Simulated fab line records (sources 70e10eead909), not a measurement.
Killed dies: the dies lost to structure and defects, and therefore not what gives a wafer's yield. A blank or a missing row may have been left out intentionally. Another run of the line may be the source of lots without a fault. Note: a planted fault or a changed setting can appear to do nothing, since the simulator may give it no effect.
Which tool was responsible? -- flow nand-harc -- 13 lots, 39 wafers sampled, at 5 steps of a route of 1302

WHAT THE GAUGES SHOWED, per wafer
NHARC_THIN_TSV_CD_MEAS_12: target cd 1000 nm. Usual: 998.9 nm for cd-nm, sd 2.1.
lot,measured,on,cd-nm (nm),flag
L905,day 24 02:00,cd-sem-02,1004.3 1000.4 997.0,
L906,day 24 22:58,cd-sem-02,996.7 996.8 997.3,
L907,day 25 09:09,cd-sem-03,998.2 998.8 1000.0,
L908,day 25 17:02,cd-sem-03,1001.2 998.9 1001.7,
L910,day 26 10:03,cd-sem-02,997.7 1003.7 1001.1,
L909,day 26 08:53,cd-sem-02,996.6 994.5 998.0,
L911,day 26 20:41,cd-sem-02,999.5 1000.0 1003.3,
L919,day 29 16:25,cd-sem-02,998.8 998.8 995.0,
L918,day 30 05:31,cd-sem-01,996.2 998.4 1000.3,
L920,day 30 04:27,cd-sem-03,999.4 998.9 997.1,
L922,day 31 01:12,cd-sem-03,998.3 1002.0 996.8,
L926,day 32 16:43,cd-sem-02,999.8 998.9 996.4,

NHARC_END_SORT_01. Usual: killed-at-array 55, standard deviation 19; killed-at-other 0.9, standard deviation 1.4; killed-at-periphery 3.8, standard deviation 2.9; killed-dies 60, standard deviation 19; killed-open 3.3, standard deviation 1.8; killed-short 2.6, standard deviation 1.6.
lot,measured,on,killed-at-array,killed-at-other,killed-at-periphery,killed-dies,killed-open,killed-short,flag
L916,day 28 20:43,prober-02,622 629 632,0 0 1,10 9 6,632 638 639,3 2 5,4 5 2,OFF

WHAT TOOL EACH LOT RAN ON (gives the tool, then ch and the chambers of the sampled wafers, and finally the start)
lot,NHARC_A_SLIT_DEP_00,NHARC_A_BONDPAD_DEP_00,NHARC_A_BONDPAD_DESCUM_11
L905,"acl-dep-01 ch 0, day 19 17:46","pecvd-04 ch 0,2, day 23 09:30","rie-diel-07 ch 0,3, day 23 10:56"
L906,"acl-dep-03 ch 0, day 20 14:24","pecvd-01 ch 0,1,2, day 24 07:58","rie-diel-06 ch 0,2,3, day 24 09:22"
L907,"acl-dep-02 ch 0, day 21 04:07","pecvd-01 ch 1,2, day 24 16:38","rie-diel-06 ch 1,2, day 24 17:57"
L908,"acl-dep-01 ch 0, day 21 10:26","pecvd-04 ch 0,2, day 25 00:42","rie-diel-06 ch 2,3, day 25 02:04"
L910,"acl-dep-01 ch 0, day 22 02:17","pecvd-01 ch 0,1,2, day 25 13:32","rie-diel-07 ch 2,3, day 25 14:51"
L909,"acl-dep-03 ch 0, day 22 02:41","pecvd-01 ch 0,1,2, day 25 16:29","rie-diel-06 ch 1,2,3, day 25 17:53"
L911,"acl-dep-01 ch 0, day 22 16:10","pecvd-04 ch 0,1,2, day 26 01:55","rie-diel-06 ch 0,1,2, day 26 03:23"
L916,"acl-dep-01 ch 0, day 23 23:11",-,-
L919,"acl-dep-03 ch 0, day 25 17:41","pecvd-04 ch 0,1, day 29 00:11","rie-diel-07 ch 1,2,3, day 29 01:37"
L918,"acl-dep-02 ch 0, day 25 18:25","pecvd-04 ch 1,2, day 29 12:08","rie-diel-06 ch 2,3, day 29 13:29"
L920,"acl-dep-02 ch 0, day 26 00:43","pecvd-01 ch 0,1,2, day 29 14:03","rie-diel-06 ch 1,2,3, day 29 15:22"
L922,"acl-dep-03 ch 0, day 26 19:08","pecvd-01 ch 0,1,2, day 30 07:23","rie-diel-06 ch 0,2,3, day 30 08:48"
L926,"acl-dep-03 ch 0, day 28 13:21","pecvd-02 ch 0,1, day 32 00:22","rie-diel-07 ch 1,2,3, day 32 01:38"
- NHARC_A_SLIT_DEP_00: deposits aC, target thk 6200 nm.
- NHARC_A_BONDPAD_DEP_00: deposits SiCN, target thk 250 nm.
- NHARC_A_BONDPAD_DESCUM_11: chemistry O2, time 3 s.

AS READ BY THE TOOLS THEMSELVES (means over the sampled wafers that have a number; for cases with no such wafer, the mark the record gives instead)
NHARC_A_SLIT_DEP_00. Usual: 35.002 % for throttle-valve-pct, sd 0.0096.
lot,tool,throttle-valve-pct (%),flag
L905,acl-dep-01,35.011,
L906,acl-dep-03,34.998,
L907,acl-dep-02,34.996,
L908,acl-dep-01,35.005,
L910,acl-dep-01,35.001,
L909,acl-dep-03,34.995,
L911,acl-dep-01,34.999,
L916,acl-dep-01,35.004,
L919,acl-dep-03,35.005,
L918,acl-dep-02,34.996,
L920,acl-dep-02,35.006,
L922,acl-dep-03,35.000,
L926,acl-dep-03,34.995,

NHARC_A_BONDPAD_DEP_00. Usual: 562 W for heater-power-w, sd 84.
lot,tool,heater-power-w (W),flag
L905,pecvd-04,655,
L906,pecvd-01,510,
L907,pecvd-01,474,
L908,pecvd-04,572,
L910,pecvd-01,529,
L909,pecvd-01,554,
L911,pecvd-04,598,
L919,pecvd-04,617,
L918,pecvd-04,552,
L920,pecvd-01,588,
L922,pecvd-01,533,
L926,pecvd-02,543,

NHARC_A_BONDPAD_DESCUM_11. Usual: drypump-motor-current-A 5.5 A, standard deviation 0.5; oes-product-au 0.998 a.u., standard deviation 0.01; rf-vpp-V 57.6 V, standard deviation 0.91; showerhead-plenum-p-Torr 1.90 Torr, standard deviation 0.068; throttle-valve-pct 11.312 %, standard deviation 0.0094.
lot,tool,drypump-motor-current-A (A),oes-product-au (a.u.),rf-vpp-V (V),showerhead-plenum-p-Torr (Torr),throttle-valve-pct (%),flag
L905,rie-diel-07,5.1,1.005,57.8,1.93,11.317,
L906,rie-diel-06,5.7,0.991,58.2,1.90,11.322,
L907,rie-diel-06,5.4,1.003,57.3,1.82,11.315,
L908,rie-diel-06,5.8,0.993,57.1,1.85,11.315,
L910,rie-diel-07,5.7,0.997,57.5,1.92,11.308,
L909,rie-diel-06,5.5,0.994,57.8,1.85,11.308,
L911,rie-diel-06,5.2,0.996,57.3,1.87,11.316,
L919,rie-diel-07,5.7,0.992,57.8,1.96,11.315,
L918,rie-diel-06,6.0,0.983,57.7,1.89,11.315,
L920,rie-diel-06,5.5,0.996,57.3,1.85,11.318,
L922,rie-diel-06,5.7,0.988,58.2,1.90,11.304,
L926,rie-diel-07,5.8,1.001,57.5,1.96,11.306,

THE ANSWER, worked out from the rows above alone
Rule: a lot counts as off when the mean over its wafers that have a number is more than 3 standard deviations away from the usual mean. A lot without any number at a reading at which 4 lots or more have one is off too. The other lots that the step has rows for count as sound. Order of review: gauges by route order, followed by the tools' own readings, for which a lot's mean as printed above is used. At the first step where some lot is off, the reading lying furthest off is the one used; lots without a number count as furthest.
Off: L916 (NHARC_END_SORT_01, killed-dies). Neither off nor sound, because the step has no rows for them: L905, L906, L907, L908, L910, L909, L911, L919, L918, L920, L922, L926.
A tool fits if, at a process step before that reading, it ran every lot that is off, and no sound lot after the first of them. Gauges at NHARC_END_SORT_01: tried the same way as those tools. 2 tools fit, acl-dep-01 at NHARC_A_SLIT_DEP_00 and prober-02 at NHARC_END_SORT_01, so this cannot tell which one it is.

WHAT HAD BEEN PUT IN BY THE SIMULATOR
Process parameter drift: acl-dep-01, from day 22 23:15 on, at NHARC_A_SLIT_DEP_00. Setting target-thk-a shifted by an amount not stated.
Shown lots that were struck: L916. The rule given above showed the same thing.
